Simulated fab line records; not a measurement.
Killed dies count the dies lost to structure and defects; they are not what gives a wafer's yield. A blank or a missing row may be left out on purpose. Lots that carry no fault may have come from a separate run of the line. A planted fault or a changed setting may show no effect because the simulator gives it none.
3 desks looking at one fault :: flow nand_harc :: each desk holds nothing but its own numbers, with what lay behind them at the end

THE DEFECT DESK
What the inspections along the route counted, lot by lot: means of the sampled wafers that have a number. Any lot whose mean is over 4 standard deviations away from the usual mean is out of limits and marked OUT; that distance is given in the brackets.
Columns: A = raw_defect_count at NHARC_P_GATE_INSPECT_68, usual 206
lot: L815
first seen here: day 5 15:13
A: 163

lot: L814
first seen here: day 5 15:29
A: 165

lot: L816
first seen here: day 6 03:43
A: 211

lot: L817
first seen here: day 6 04:20
A: 179

lot: L820
first seen here: day 7 02:01
A: 360

lot: L821
first seen here: day 7 04:07
A: 187

lot: L822
first seen here: day 7 11:53
A: 211

lot: L824
first seen here: day 8 02:21
A: 140

lot: L827
first seen here: day 8 14:31
A: 213

lot: L825
first seen here: day 8 15:50
A: 181

lot: L826
first seen here: day 8 19:05
A: 150

lot: L828
first seen here: day 8 22:58
A: 491

lot: L830
first seen here: day 9 11:54
A: 417
Finding of this desk: none of the 13 lots has anything out of limits.

AT THE METROLOGY DESK
Means of the sampled wafers that have a number, per lot and without regard to the tool the lot ran on: this is what the gauges read. Any lot whose mean is over 4 standard deviations away from the usual mean is out of limits and marked OUT; that distance is given in the brackets.
Columns: A = overlay_x_nm at NHARC_P_CONTACT_OVL_MEAS_13, usual -0.3 nm; B = overlay_y_nm at NHARC_P_CONTACT_OVL_MEAS_13, usual -0.3 nm
lot: L815
first seen here: day 5 16:55
A: 0.0
B: 0.2

lot: L814
first seen here: day 5 17:12
A: -0.2
B: 0.0

lot: L816
first seen here: day 6 05:24
A: -0.4
B: -0.4

lot: L817
first seen here: day 6 05:55
A: -1.8
B: -0.8

lot: L820
first seen here: day 7 03:58
A: -0.9
B: 0.7

lot: L821
first seen here: day 7 05:49
A: -0.1
B: 0.2

lot: L822
first seen here: day 7 13:34
A: -0.4
B: -1.4

lot: L824
first seen here: day 8 04:19
A: 0.4
B: -0.0

lot: L827
first seen here: day 8 16:16
A: -1.1
B: 0.1

lot: L825
first seen here: day 8 17:47
A: 0.1
B: -0.5

lot: L826
first seen here: day 8 20:49
A: 1.1
B: 0.3

lot: L828
first seen here: day 9 00:34
A: 0.4
B: -0.7

lot: L830
first seen here: day 9 13:31
A: 0.4
B: -2.4
Finding of this desk: none of the 13 lots has anything out of limits.

AT THE TOOL OWNER'S DESK: plasma_asher-01
The tool's own readings at NHARC_P_GATE_STRIP_75 (strips in O2): means of the sampled wafers that have a number, for each lot that ran on this tool. Any lot whose mean is over 4 standard deviations away from the usual mean is out of limits and marked OUT; that distance is given in the brackets.
Columns: A = drypump_motor_current_A at NHARC_P_GATE_STRIP_75, usual 5.32 A; B = heater_power_w at NHARC_P_GATE_STRIP_75, usual 350 W
lot: L817
first seen here: day 5 22:15
A: 5.11
B: 367

lot: L821
first seen here: day 6 22:18
A: 5.13
B: 370

lot: L822
first seen here: day 7 06:17
A: 5.11
B: 380

lot: L824
first seen here: day 7 20:40
A: 5.11
B: 371

lot: L827
first seen here: day 8 08:46
A: 5.13
B: 379

lot: L825
first seen here: day 8 09:44
A: 5.10
B: 365

lot: L826
first seen here: day 8 13:14
A: 5.11
B: 368

lot: L828
first seen here: day 8 16:28
A: 5.12
B: 350

lot: L830
first seen here: day 9 06:09
A: 5.12
B: 367
Finding of this desk: none of the 9 lots has anything out of limits.

PUT TOGETHER
Nothing the defect desk looked at was out of limits.
Metrology desk: nothing out of limits seen.
The tool owner's desk saw nothing out of limits.

WHAT HAD BEEN PUT IN BY THE SIMULATOR
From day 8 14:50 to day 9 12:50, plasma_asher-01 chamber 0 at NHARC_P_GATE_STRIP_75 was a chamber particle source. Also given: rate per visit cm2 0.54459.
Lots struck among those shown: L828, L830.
